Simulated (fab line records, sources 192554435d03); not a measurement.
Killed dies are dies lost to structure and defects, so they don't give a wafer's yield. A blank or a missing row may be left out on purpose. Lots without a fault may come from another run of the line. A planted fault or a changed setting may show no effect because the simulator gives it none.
A struck lot beside a sound one | flow n5_finfet | 38 steps out of a route of 1938
Sound: wafers L397.1, L397.2, L397.6. Struck: wafers L395.4, L395.6. (L395.3 of the same lot was not struck and is left out.) The cause comes at the end.
At each step with rows: each side's tool, then ch and its chambers, then its first start. Under that, the readings that differ: sound wafers | struck wafers | difference of the means | sigmas: that difference in standard deviations of wafers without a fault.
alike: readings whose means differ by less than 2 such deviations, and words and numbers that are the same on both sides. not compared: withheld readings, readings that some wafer has no value for, bounds like >300 that may hide the same value, and numbers for which the record gives no deviation and whose values overlap.
The two part at a step that has a row with sigmas, a row that says differs or no value, or rows on one side only. Numbers that don't overlap but have no deviation are shown without sigmas and don't part them. A reading that every wafer of one side lacks parts them only if that side has two wafers or more.

first, 8 steps without rows for these wafers: N5_BEOL_M3_ANNEAL_51 (time 90 s); N5_BEOL_M3_CMP_52 (polishes, stops on SiOC, t overpolish 6.8 s, target thk 40 nm); N5_BEOL_M3_PRE_CLEAN_60 (time 15 s); N5_BEOL_M3_CO_CAP_55 (material Co, precursor CCTBA/H2, target thk 2 nm, time 102.1 s); N5_BEOL_M3_PRE_CLEAN_56 (time 15 s); N5_BEOL_M3_DEP_57 (deposits SiCN from 3MS/NH3, target thk 8 nm, time 14 s); N5_BEOL_M4_ILD_DEP_00 (deposits SiOC from DEMS/O2, target thk 79 nm, time 15.3 s); N5_BEOL_M4_PECVD_72 (deposits SiO2 from TEOS/O2, target thk 16 nm, time 18 s).
N5_BEOL_M4_HM_DEP_02: deposits TiN, target thk 20 nm.
  sound on pvd_sputter-03, day 13 00:41; struck on pvd_sputter-01, day 12 13:34
  reading                | sound          | struck    | difference | sigmas
  throttle_valve_pct (%) | 28.6 29.8 28.4 | 31.0 31.0 | +2.1       | +2
then, 9 steps without rows for these wafers: N5_BEOL_M4_COAT_61 (time 60 s, resist thk 60 nm); N5_BEOL_M4_COAT_62 (time 60 s, resist thk 12 nm); N5_BEOL_M4_COAT_73 (time 60 s, resist thk 5 nm); N5_BEOL_M4_COAT_05 (resist thk 30 nm); N5_BEOL_M4_EBR_07; N5_BEOL_M4_SOFTBAKE_06 (time 60 s); N5_BEOL_M4_EXPOSE_08 (exposes mask M4); N5_BEOL_M4_PEB_09 (peb time 60 s); N5_BEOL_M4_DEVELOP_10 (develop time 30 s).
N5_BEOL_M4_INSPECT_13: inspects for defects (brightfield).
  sound on defect_inspect-01, day 13 01:17; struck on defect_inspect-02, day 12 14:04
  reading          | sound       | struck  | difference | sigmas
  raw_defect_count | 432 415 392 | 835 886 | +448       | +5
then, 16 steps without rows for these wafers: N5_BEOL_M4_DESCUM_16 (chemistry O2, time 7 s); N5_BEOL_M4_ETCH_74 (etches underlayer in N2/H2, target depth 6.5 nm, time 5.2 s); N5_BEOL_M4_ETCH_63 (etches SiARC in CF4, target depth 15.6 nm, time 26 s); N5_BEOL_M4_ETCH_64 (etches SOC in N2/H2, target depth 75 nm, overetch 22.5 nm, time 121.9 s); N5_BEOL_M4_STRIP_65 (strips in N2/H2); N5_BEOL_M4_STRIP_75 (strips in N2/H2); N5_BEOL_M4_STRIP_66 (strips in CF4); N5_BEOL_M4_HM_OPEN_17 (chemistry Cl2/BCl3, target TiN, target depth 20 nm, overetch 6 nm); N5_BEOL_M4_STRIP_19 (strips in O2); N5_BEOL_M4_COAT_67 (time 60 s, resist thk 60 nm); N5_BEOL_M4_COAT_68 (time 60 s, resist thk 12 nm); N5_BEOL_M4_COAT_76 (time 60 s, resist thk 5 nm); N5_BEOL_M4_COAT_22 (resist thk 30 nm); N5_BEOL_M4_EBR_24; N5_BEOL_M4_SOFTBAKE_23 (time 60 s); N5_BEOL_M4_EXPOSE_25 (exposes mask V3, defocus 5 nm).
N5_BEOL_M4_INSPECT_30: inspects for defects (brightfield).
  sound on defect_inspect-02, day 13 02:38; struck on defect_inspect-02, day 12 15:04
  reading          | sound       | struck  | difference | sigmas
  raw_defect_count | 366 357 338 | 843 910 | +523       | +6
N5_BEOL_M4_RC_MEAS_101:
  sound on prober-02 ch 0, day 13 22:21; struck on prober-02 ch 0, day 12 20:30
  alike: DIBL_N, DIBL_P, IOFF_N, IOFF_P, ION_N, ION_P, SS_N, SS_P, VT_N, VT_P
-- the record jumps here: 5 days lie between the struck wafers' starts before and after (it left off in module BEOL_M4 and takes up again in module PASSIVATION, whose first step shown is number 1936 of the route) --
N5_PASSIVATION_PROBE_49:
  the record has rows for the struck wafers here (prober-01, day 17 14:11) and none for the sound ones

WHERE THEY PART
First at N5_BEOL_M4_HM_DEP_02; last, within this record, at N5_PASSIVATION_PROBE_49.

WHY: what the simulator had put in
Chamber particle source: pvd_sputter-01, from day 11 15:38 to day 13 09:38, at N5_BEOL_M4_HM_DEP_02. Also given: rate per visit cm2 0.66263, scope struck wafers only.
